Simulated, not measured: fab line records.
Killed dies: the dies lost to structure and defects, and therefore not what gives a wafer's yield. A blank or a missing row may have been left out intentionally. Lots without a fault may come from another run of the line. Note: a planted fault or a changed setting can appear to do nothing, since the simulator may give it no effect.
One fault through the eyes of 2 desks || flow n5 finfet || every desk sees just its own numbers, and what lay behind them comes last

== THE METROLOGY DESK ==
What the gauges read for every lot (on any tool): the sampled wafers with a number, averaged. The brackets show how far a lot's mean lies from the usual mean; more than 4 standard deviations puts the lot out of limits, marked OUT. It has 10 readings; the 7 that lie furthest out on some lot are the ones shown.
Columns: A = DIBL_P at N5_BEOL_M4_RC_MEAS_101, usual 34.8 mV/V; B = IOFF_N at N5_BEOL_M4_RC_MEAS_101, usual 0.15 nA/um; C = IOFF_P at N5_BEOL_M4_RC_MEAS_101, usual 0.19 nA/um; D = ION_N at N5_BEOL_M4_RC_MEAS_101, usual 677 uA/um; E = ION_P at N5_BEOL_M4_RC_MEAS_101, usual 462 uA/um; F = VT_N at N5_BEOL_M4_RC_MEAS_101, usual 250 mV; G = VT_P at N5_BEOL_M4_RC_MEAS_101, usual -251 mV
{"lot": "L345", "first seen here": "day 8 15:54", "A": 31.6, "B": 0.13, "C": 0.19, "D": 678, "E": 473, "F": 251, "G": -250}
{"lot": "L346", "first seen here": "day 9 05:58", "A": 33.6, "B": 0.13, "C": 0.16, "D": 675, "E": 455, "F": 250, "G": -256}
{"lot": "L348", "first seen here": "day 9 08:56", "A": 34.9, "B": 0.19, "C": 0.20, "D": 680, "E": 461, "F": 248, "G": -249}
{"lot": "L352", "first seen here": "day 10 10:04", "A": 34.7, "B": 0.16, "C": 0.21, "D": 670, "E": 464, "F": 247, "G": -248}
{"lot": "L354", "first seen here": "day 10 15:20", "A": 34.8, "B": 0.14, "C": 0.20, "D": 662, "E": 455, "F": 248, "G": -251}
{"lot": "L362", "first seen here": "day 12 19:44", "A": 35.1, "B": 0.14, "C": 0.18, "D": 677, "E": 461, "F": 252, "G": -252}
{"lot": "L363", "first seen here": "day 12 22:39", "A": 38.2, "B": 0.20, "C": 0.24, "D": 696, "E": 472, "F": 246, "G": -248}
{"lot": "L367", "first seen here": "day 14 14:02", "A": 38.0, "B": 0.19, "C": 0.23, "D": 700, "E": 473, "F": 245, "G": -249}
{"lot": "L366", "first seen here": "day 14 15:19", "A": 34.5, "B": 0.14, "C": 0.22, "D": 679, "E": 471, "F": 252, "G": -245}
This desk's verdict: no lot among the 9 shows anything out of limits.

== AT THE TOOL OWNER'S DESK: litho track-03 ==
The tool's own readings at N5_MOL_CONTACT_COAG_COAT_104 (time 60 s, resist thk 12 nm): means of the sampled wafers that have a number, for each lot that ran on this tool. The brackets show how far a lot's mean lies from the usual mean; more than 4 standard deviations puts the lot out of limits, marked OUT.
Columns: A = spin speed rpm at N5_MOL_CONTACT_COAG_COAT_104, usual 1500.2 rpm
{"lot": "L345", "first seen here": "day 5 02:59", "A": 1501.5}
{"lot": "L346", "first seen here": "day 5 10:02", "A": 1499.8}
{"lot": "L352", "first seen here": "day 6 22:14", "A": 1500.7}
{"lot": "L362", "first seen here": "day 9 05:38", "A": "1588.7 (+90) OUT"}
{"lot": "L363", "first seen here": "day 9 11:44", "A": "1589.9 (+92) OUT"}
This desk's finding: out of limits on L362, L363; first on L362, day 9 05:38 (spin speed rpm at N5_MOL_CONTACT_COAG_COAT_104). Within limits: L345, L346, L352.

== ALL TOGETHER ==
On L362, L363, at day 9 05:38, an alarm was possible from the tool owner's desk.
The metrology desk saw nothing out of limits.
The metrology desk holds a record of L362, L363, inside its limits.
All the named lots went through N5_MOL_CONTACT_COAG_COAT_104 on litho track-03.

== WHAT THE SIMULATOR HAD INSERTED ==
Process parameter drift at N5_MOL_CONTACT_COAG_COAT_104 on litho track-03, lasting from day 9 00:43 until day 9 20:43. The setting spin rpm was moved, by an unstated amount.
Struck lots among those shown: L362, L363.
Delay in hours, fault start to first out-of-limits reading, by desk: the tool owner's desk at 5.
